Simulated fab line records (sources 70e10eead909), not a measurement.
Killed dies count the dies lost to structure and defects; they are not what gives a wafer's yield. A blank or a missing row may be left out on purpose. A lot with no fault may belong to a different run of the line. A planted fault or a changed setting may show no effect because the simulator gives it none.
fab line records + flow nand_harc
[record]
- lots = 13
- wafers = 39
- last_day = 33
route steps=1302 shown A_WL_FILL@958 THIN_TSV@1261 END@1302
lots untouched by any fault: they come from a run of this same line in which no faults occurred
start_h: hours from the record's first day to the start of the lot's first wafer shown + wait_h: hours from the lot's prior step to this one + " same as the row above + L1.1+2: a row that stands for several wafers + - no value, or no start was given + * or withheld: withheld + < > ~ a bound
route shown NAME@n: NAME is a module with steps in the file, n the number in the route of the first one + usual: mean/standard deviation of fault-free wafers + same: alike in all rows + chamber/n: place in a boat + sites: the reading at each site + _std_site: standard deviation of those values + _edge_site: mean of outer sites minus mean of inner sites + radius_mm: for every site, how far away it sits from the centre of the wafer + mask NAME#n: copy n + behind: tool/chamber where the wafer was last shaped + hold: why the lot went on hold/how many hours it stayed there/how the hold came to an end + device: the n, p or np transistor that did not switch + end of line: the same wafers' tests at the end of the route + a step with no rows: only its recipe + killed: count of dies lost to structure and defects at first sort (not the wafer's yield) + map: per-die view of a wafer (x killed, . not killed, _ where there is no die)
set.NAME: setting as actually run; set.NAME@STEP: the setting as run at that earlier step + model.NAME: the simulator's own value behind a step, which no gauge read
one table for each step of the route and one row for each wafer, over a sample of lots
services: the hour from which a tool's chamber was out of use, counted from the record's first day as start_h (under 0 if before that day), plus the number of hours and why
[[steps]]
[step NHARC_A_WL_FILL_ETCHBACK_05]
[recipe]
- target_depth_a = 220
- time_s = 60
- temp_c = 40
- chemistry = Cl2/BCl3
[usual]
- chamber_pressure_mTorr = 10.001/0.009
- drypump_motor_current_A = 5.8/0.34
- oes_product_au = 1.000/0.0064
| lot.wafer | tool         | chamber | start_h | wait_h | chamber_pressure_mTorr | drypump_motor_current_A | oes_product_au | rf_hours_counter_h |
|-----------|--------------|---------|---------|--------|------------------------|-------------------------|----------------|--------------------|
| L405.3    | rie_metal-03 | 1       | 462.01  | 0.2    | 10.007                 | 6.5                     | 0.995          | -                  |
| L405.4    | "            | 0       | "       | "      | 9.998                  | 5.7                     | 0.999          | -                  |
| L405.5    | "            | 1       | "       | "      | 10.013                 | 6.5                     | 0.998          | -                  |
| L404.3    | rie_metal-03 | 0       | 478.98  | 0.1    | 10.001                 | 5.7                     | 0.998          | -                  |
| L404.4    | "            | 1       | "       | "      | 10.015                 | 6.5                     | 0.998          | -                  |
| L404.6    | "            | 1       | "       | "      | 10.011                 | 6.5                     | 1.003          | -                  |
| L407.1    | rie_metal-02 | 0       | 492.66  | 0.2    | 9.998                  | 5.5                     | 1.009          | 0.4                |
| L407.4    | "            | 1       | "       | "      | 10.006                 | 5.6                     | 0.994          | -                  |
| L407.6    | "            | 1       | "       | "      | 10.011                 | 5.6                     | 1.008          | -                  |
| L406.2    | rie_metal-03 | 1       | 496.74  | 0.2    | 10.013                 | 6.5                     | 1.003          | 3.0                |
| L406.1    | "            | 0       | "       | "      | 10.015                 | 5.7                     | 1.003          | 3.0                |
| L406.4    | "            | 0       | "       | "      | 9.989                  | 5.7                     | 1.005          | -                  |
| L409.1    | rie_metal-02 | 1       | 500.16  | 0.2    | 10.003                 | 5.6                     | 0.998          | 0.7                |
| L409.2    | "            | 0       | "       | "      | 10.010                 | 5.5                     | 0.995          | 0.7                |
| L409.6    | "            | 1       | "       | "      | 9.980                  | 5.6                     | 0.997          | -                  |
| L410.1    | rie_metal-01 | 0       | 520.18  | 0.2    | 10.002                 | 5.8                     | 1.010          | 1.9                |
| L410.4    | "            | 1       | "       | "      | 10.009                 | 5.8                     | 1.003          | -                  |
| L410.5    | "            | 1       | "       | "      | 10.011                 | 5.8                     | 1.004          | -                  |
| L411.2    | rie_metal-03 | 1       | 549.10  | 0.2    | 10.012                 | 6.5                     | 0.988          | 0.4                |
| L411.3    | "            | 1       | "       | "      | 10.001                 | 6.5                     | 0.988          | -                  |
| L411.6    | "            | 0       | "       | "      | 9.991                  | 5.7                     | 0.985          | -                  |
| L413.3    | rie_metal-03 | 1       | 561.30  | 0.1    | 9.992                  | 6.5                     | 1.008          | -                  |
| L413.6    | "            | 1       | "       | "      | 9.996                  | 6.5                     | 1.007          | -                  |
| L413.5    | "            | 0       | "       | "      | 10.008                 | 5.7                     | 1.001          | -                  |
| L414.4    | rie_metal-03 | 1       | 578.59  | 0.1    | 9.992                  | 6.5                     | 1.010          | -                  |
| L414.6    | "            | 1       | "       | "      | 10.006                 | 6.5                     | 0.996          | -                  |
| L414.5    | "            | 0       | "       | "      | 10.007                 | 5.7                     | 0.991          | -                  |
| L423.1    | rie_metal-02 | 0       | 661.09  | 0.2    | 10.003                 | 5.4                     | 1.008          | 0.4                |
| L423.2    | "            | 1       | "       | "      | 10.009                 | 5.6                     | 0.991          | 0.4                |
| L423.6    | "            | 0       | "       | "      | 10.013                 | 5.4                     | 0.999          | -                  |
| L425.2    | rie_metal-03 | 0       | 671.08  | 0.2    | 10.004                 | 5.7                     | 1.000          | 2.3                |
| L425.3    | "            | 0       | "       | "      | 10.008                 | 5.7                     | 0.995          | -                  |
| L425.4    | "            | 1       | "       | "      | 9.999                  | 6.5                     | 0.998          | -                  |
| L426.2    | rie_metal-03 | 0       | 684.59  | 0.2    | 9.987                  | 5.7                     | 0.987          | 2.8                |
| L426.1    | "            | 1       | "       | "      | 10.000                 | 6.5                     | 1.013          | 2.8                |
| L426.3    | "            | 1       | "       | "      | 10.005                 | 6.4                     | 1.015          | -                  |
| L427.1    | rie_metal-01 | 0       | 701.74  | 0.2    | 10.005                 | 5.7                     | 1.006          | 2.3                |
| L427.5    | "            | 1       | "       | "      | 10.007                 | 5.7                     | 1.002          | -                  |
| L427.6    | "            | 0       | "       | "      | 10.002                 | 5.8                     | 0.997          | -                  |
[step NHARC_THIN_TSV_DESCUM_14]
[recipe]
- time_s = 3
- o2_flow_sccm = 200
- ar_flow_sccm = 0
- bias_power_w = 0
- chemistry = O2
[usual]
- chamber_pressure_mTorr = 60.00/0.055
- drypump_motor_current_A = 5.7/0.38
- oes_product_au = 0.999/0.0078
- rf_vpp_V = 57.8/0.88
- showerhead_plenum_p_Torr = 1.89/0.072
- throttle_valve_pct = 11.311/0.0092
| lot.wafer | tool        | chamber | start_h | wait_h | chamber_pressure_mTorr | drypump_motor_current_A | oes_product_au | rf_hours_counter_h | rf_vpp_V | showerhead_plenum_p_Torr | throttle_valve_pct |
|-----------|-------------|---------|---------|--------|------------------------|-------------------------|----------------|--------------------|----------|--------------------------|--------------------|
| L405.4    | rie_diel-09 | 2       | 541.57  | -      | 60.04                  | 5.7                     | 0.989          | 0.8                | 57.8     | 1.97                     | 11.311             |
| L405.3    | "           | 3       | "       | "      | 59.94                  | 5.7                     | 0.998          | 0.8                | 57.0     | 1.89                     | 11.308             |
| L405.5    | "           | 1       | "       | "      | 60.07                  | 5.4                     | 1.001          | -                  | 57.3     | 1.79                     | 11.307             |
| L404.4    | rie_diel-13 | 0       | 558.24  | -      | 59.95                  | 6.3                     | 0.989          | 2.2                | 56.7     | 1.86                     | 11.307             |
| L404.3    | "           | 2       | "       | "      | 59.99                  | 5.4                     | 0.989          | 2.1                | 58.9     | 1.96                     | 11.302             |
| L404.6    | "           | 0       | "       | "      | 60.06                  | 6.3                     | 0.990          | -                  | 58.3     | 1.86                     | 11.292             |
| L407.1    | rie_diel-13 | 0       | 569.34  | -      | 59.95                  | 6.3                     | 0.998          | 3.0                | 57.5     | 1.86                     | 11.309             |
| L407.4    | "           | 1       | "       | "      | 59.99                  | 5.1                     | 1.003          | 2.6                | 58.1     | 1.85                     | 11.313             |
| L407.6    | "           | 0       | "       | "      | 60.04                  | 6.3                     | 0.998          | -                  | 56.7     | 1.86                     | 11.322             |
| L409.2    | rie_diel-13 | 3       | 577.64  | -      | 60.03                  | 5.7                     | 1.001          | 4.0                | 59.0     | 1.87                     | 11.285             |
| L409.1    | "           | 1       | "       | "      | 60.00                  | 5.0                     | 1.001          | 3.3                | 56.8     | 1.85                     | 11.288             |
| L409.6    | "           | 2       | "       | "      | 60.01                  | 5.4                     | 0.995          | -                  | 59.0     | 1.96                     | 11.310             |
| L406.4    | rie_diel-13 | 2       | 583.00  | -      | 59.95                  | 5.4                     | 0.994          | 4.1                | 57.9     | 1.96                     | 11.309             |
| L406.1    | "           | 3       | "       | "      | 59.97                  | 5.7                     | 0.992          | 4.5                | 58.1     | 1.87                     | 11.306             |
| L406.2    | "           | 0       | "       | "      | 59.97                  | 6.3                     | 0.988          | 4.2                | 58.2     | 1.86                     | 11.303             |
| L410.1    | rie_diel-13 | 2       | 597.63  | -      | 60.08                  | 5.4                     | 0.987          | 4.6                | 60.8     | 1.96                     | 11.311             |
| L410.4    | "           | 3       | "       | "      | 59.86                  | 5.7                     | 0.984          | 5.0                | 57.4     | 1.87                     | 11.307             |
| L410.5    | "           | 2       | "       | "      | 60.04                  | 5.4                     | 0.995          | -                  | 56.7     | 1.96                     | 11.314             |
| L411.3    | rie_diel-12 | 0       | 631.84  | -      | 60.12                  | 6.0                     | 1.005          | 0                  | 58.9     | 1.81                     | 11.293             |
| L411.2    | "           | 1       | "       | "      | 59.94                  | 5.3                     | 0.994          | 0                  | 56.3     | 1.81                     | 11.329             |
| L411.6    | "           | 1       | "       | "      | 59.99                  | 5.2                     | 0.998          | -                  | 57.7     | 1.81                     | 11.317             |
| L413.3    | rie_diel-12 | 2       | 641.11  | -      | 60.04                  | 5.5                     | 0.998          | 0.8                | 58.2     | 2.02                     | 11.304             |
| L413.5    | "           | 1       | "       | "      | 59.92                  | 5.2                     | 0.998          | -                  | 57.8     | 1.81                     | 11.316             |
| L413.6    | "           | 2       | "       | "      | 59.91                  | 5.5                     | 0.985          | -                  | 57.6     | 2.02                     | 11.304             |
| L414.4    | rie_diel-12 | 2       | 666.89  | -      | 59.93                  | 5.5                     | 1.010          | 3.5                | 58.2     | 2.01                     | 11.323             |
| L414.6    | "           | 3       | "       | "      | 60.03                  | 6.0                     | 1.001          | -                  | 57.8     | 1.96                     | 11.308             |
| L414.5    | "           | 0       | "       | "      | 59.97                  | 6.0                     | 0.999          | -                  | 56.6     | 1.81                     | 11.306             |
| L423.2    | rie_diel-09 | 3       | 746.57  | -      | 60.04                  | 5.7                     | 1.000          | 2.1                | 58.8     | 1.88                     | 11.320             |
| L423.1    | "           | 0       | "       | "      | 60.01                  | 6.1                     | 0.990          | 2.1                | 58.4     | 2.00                     | 11.301             |
| L423.6    | "           | 3       | "       | "      | 59.99                  | 5.7                     | 1.003          | -                  | 57.3     | 1.88                     | 11.310             |
| L425.3    | rie_diel-13 | 3       | 756.15  | -      | 59.91                  | 5.7                     | 1.008          | 3.5                | 58.8     | 1.86                     | 11.315             |
| L425.2    | "           | 1       | "       | "      | 60.01                  | 5.1                     | 0.991          | 4.2                | 57.8     | 1.84                     | 11.323             |
| L425.4    | "           | 2       | "       | "      | 59.99                  | 5.4                     | 1.006          | 3.7                | 57.8     | 1.96                     | 11.317             |
| L426.3    | rie_diel-09 | 1       | 761.61  | -      | 60.03                  | 5.4                     | 1.003          | 3.3                | 58.3     | 1.79                     | 11.308             |
| L426.2    | "           | 2       | "       | "      | 59.97                  | 5.7                     | 0.982          | 2.9                | 58.2     | 1.97                     | 11.315             |
| L426.1    | "           | 3       | "       | "      | 59.97                  | 5.7                     | 1.002          | 2.9                | 57.4     | 1.88                     | 11.301             |
| L427.1    | rie_diel-09 | 3       | 779.40  | -      | 60.08                  | 5.8                     | 0.997          | 3.8                | 57.0     | 1.88                     | 11.318             |
| L427.5    | "           | 1       | "       | "      | 59.94                  | 5.4                     | 0.995          | -                  | 55.6     | 1.79                     | 11.313             |
| L427.6    | "           | 2       | "       | "      | 60.01                  | 5.7                     | 1.000          | -                  | 58.0     | 1.97                     | 11.313             |
[step NHARC_THIN_TSV_PRE_CLEAN_54]
[recipe]
- time_s = 30
- temp_c = 280
- gas = H2/He
[usual]
- heater_power_w = 436/37
| lot.wafer | tool           | chamber | start_h | wait_h | heater_power_w |
|-----------|----------------|---------|---------|--------|----------------|
| L405.4    | pvd_sputter-02 | -       | 546.24  | 0.0    | 418            |
| L405.3    | "              | -       | "       | "      | 443            |
| L405.5    | "              | -       | "       | "      | 438            |
| L404.3    | pvd_sputter-03 | -       | 562.94  | 0.0    | 406            |
| L404.4    | "              | -       | "       | "      | 444            |
| L404.6    | "              | -       | "       | "      | 395            |
| L407.1    | pvd_sputter-01 | -       | 574.03  | 0.0    | 411            |
| L407.4    | "              | -       | "       | "      | 504            |
| L407.6    | "              | -       | "       | "      | 477            |
| L409.2    | pvd_sputter-03 | -       | 582.69  | 0.1    | 436            |
| L409.1    | "              | -       | "       | "      | 415            |
| L409.6    | "              | -       | "       | "      | 414            |
| L406.4    | pvd_sputter-03 | -       | 587.65  | 0.1    | 429            |
| L406.2    | "              | -       | "       | "      | 450            |
| L406.1    | "              | -       | "       | "      | 405            |
| L410.1    | pvd_sputter-02 | -       | 602.31  | 0.1    | 363            |
| L410.4    | "              | -       | "       | "      | 434            |
| L410.5    | "              | -       | "       | "      | 435            |
| L411.3    | pvd_sputter-01 | -       | 636.51  | 0.0    | 478            |
| L411.2    | "              | -       | "       | "      | 425            |
| L411.6    | "              | -       | "       | "      | 512            |
| L413.3    | pvd_sputter-01 | -       | 645.97  | 0.1    | 471            |
| L413.6    | "              | -       | "       | "      | 523            |
| L413.5    | "              | -       | "       | "      | 465            |
| L414.4    | pvd_sputter-01 | -       | 671.55  | 0.1    | 467            |
| L414.5    | "              | -       | "       | "      | 461            |
| L414.6    | "              | -       | "       | "      | 508            |
| L423.2    | pvd_sputter-02 | -       | 751.57  | 0.0    | 458            |
| L423.1    | "              | -       | "       | "      | 423            |
| L423.6    | "              | -       | "       | "      | 463            |
| L425.3    | pvd_sputter-03 | -       | 761.03  | 0.0    | 437            |
| L425.2    | "              | -       | "       | "      | 404            |
| L425.4    | "              | -       | "       | "      | 395            |
| L426.3    | pvd_sputter-02 | -       | 766.25  | 0.0    | 372            |
| L426.1    | "              | -       | "       | "      | 473            |
| L426.2    | "              | -       | "       | "      | 467            |
| L427.1    | pvd_sputter-01 | -       | 784.08  | 0.1    | 483            |
| L427.5    | "              | -       | "       | "      | 438            |
| L427.6    | "              | -       | "       | "      | 441            |
[step NHARC_END_SORT_01]
[recipe]
- temp_c = 25
[usual]
- killed_at_array = 53/18
- killed_at_other = 0.9/1.3
- killed_at_periphery = 4/3.1
- killed_dies = 58/18
- killed_open = 3.4/2
- killed_short = 2.5/1.8
[same]
- gross_dies = 677
| lot.wafer | tool      | chamber | start_h | wait_h | killed_at_array | killed_at_other | killed_at_periphery | killed_dies | killed_open | killed_short |
|-----------|-----------|---------|---------|--------|-----------------|-----------------|---------------------|-------------|-------------|--------------|
| L414.4    | prober-01 | 0       | 683.91  | 3.4    | 125             | 0               | 3                   | 128         | 3           | 6            |
| L414.5    | prober-01 | 0       | 684.71  | 3.7    | 118             | 0               | 2                   | 120         | 2           | 2            |
| L414.6    | prober-01 | 0       | 685.51  | 4.0    | 129             | 0               | 0                   | 129         | 4           | 3            |
// killed by level:class
L414.4 A_WL_FILL:unspecified=73 A_SLIT:chamber_film_flake=22 A_CHANNEL_HOLE_D2:chamber_film_flake=10 A_CONTACT:chamber_film_flake=7 P_M0:geometric_particle:open=2 A_WL_FILL:geometric_particle:short=2 A_CHANNEL_HOLE_D1:chamber_film_flake=2 A_CHANNEL_FILL_D2:chamber_film_flake=2
L414.5 A_WL_FILL:unspecified=62 A_SLIT:chamber_film_flake=21 A_CHANNEL_HOLE_D2:chamber_film_flake=14 A_CONTACT:chamber_film_flake=8 A_CHANNEL_HOLE_D1:chamber_film_flake=4 A_DECK1_JOINT:chamber_film_flake=4 A_CHANNEL_FILL_D1:geometric_particle:short=1 A_DECK1_JOINT:geometric_particle:open=1
L414.6 A_WL_FILL:unspecified=70 A_SLIT:chamber_film_flake=25 A_CHANNEL_HOLE_D2:chamber_film_flake=14 A_CONTACT:chamber_film_flake=7 A_CHANNEL_FILL_D2:geometric_particle:open=2 A_CHANNEL_FILL_D2:chamber_film_flake=2 A_STAIRCASE:chamber_film_flake=2 A_CHANNEL_FILL_D1:geometric_particle:open=1
[[services]]
| tool           | chamber | start_h | hours | kind   |
|----------------|---------|---------|-------|--------|
| pvd_sputter-02 | -       | 460.00  | 10.0  | pm     |
| rie_diel-09    | -       | 497.15  | 9.0   | pm     |
| rie_diel-13    | 3       | 500.81  | 2.5   | repair |
| rie_diel-13    | 0       | 502.74  | 1.3   | repair |
| rie_diel-09    | -       | 508.76  | 0.7   | repair |
| rie_diel-13    | -       | 519.00  | 9.0   | pm     |
| rie_metal-03   | -       | 519.00  | 9.0   | pm     |
| pvd_sputter-03 | -       | 526.05  | 10.0  | pm     |
| rie_diel-09    | 0       | 563.07  | 11.8  | repair |
| rie_diel-09    | 2       | 564.88  | 9.5   | repair |
| rie_diel-09    | 3       | 573.69  | 4.6   | repair |
| pvd_sputter-01 | -       | 582.00  | 10.0  | pm     |
| rie_diel-13    | 1       | 603.92  | 5.6   | repair |
| pvd_sputter-01 | -       | 615.47  | 4.1   | repair |
| pvd_sputter-03 | -       | 615.99  | 1.2   | repair |
| pvd_sputter-02 | -       | 638.00  | 10.0  | pm     |
| pvd_sputter-01 | -       | 681.56  | 3.2   | repair |
| rie_metal-03   | -       | 696.00  | 9.0   | pm     |
| rie_diel-13    | -       | 696.05  | 9.0   | pm     |
| pvd_sputter-01 | -       | 706.84  | 2.3   | repair |
| pvd_sputter-01 | -       | 730.99  | 5.3   | repair |
| rie_diel-13    | 2       | 743.59  | 5.4   | repair |
| pvd_sputter-01 | -       | 760.00  | 10.0  | pm     |
| rie_diel-13    | 3       | 768.54  | 1.4   | repair |
[[key]]
[first_sign]
- step = NHARC_END_SORT_01
- reading = killed_at_array
- direction = up
- sigmas = 4
- usual = 53
- struck = 124
[effect]
- step = NHARC_END_SORT_01
- reading = killed_dies
- direction = up
- sigmas = 3.8
- usual = 58
- struck = 126
[more_kills_born_at]
- NHARC_A_WL_FILL_ETCHBACK_05@rie_metal-03 = 205
met_at NHARC_A_WL_FILL_ETCHBACK_05
struck_lots L414
tester_left_out L414
not_acting_at NHARC_THIN_TSV_DESCUM_14,NHARC_THIN_TSV_PRE_CLEAN_54
onset_between 561.30 578.59
[fault]
- kind = chamber_particle_source
- tool = rie_metal-03
- chamber = -
- onset_h = 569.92
- steps = NHARC_A_WL_FILL_ETCHBACK_05
- rate_per_visit_cm2 = 0.46313
- end_h = 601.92
// tester_left_out: of these lots the tester's yield and bins aren't shown, on N5 and GAA mostly nor the transistor test; their killed dies are dies lost to structure and defects alone, not to doping, threshold or leakage, so they don't give the yield
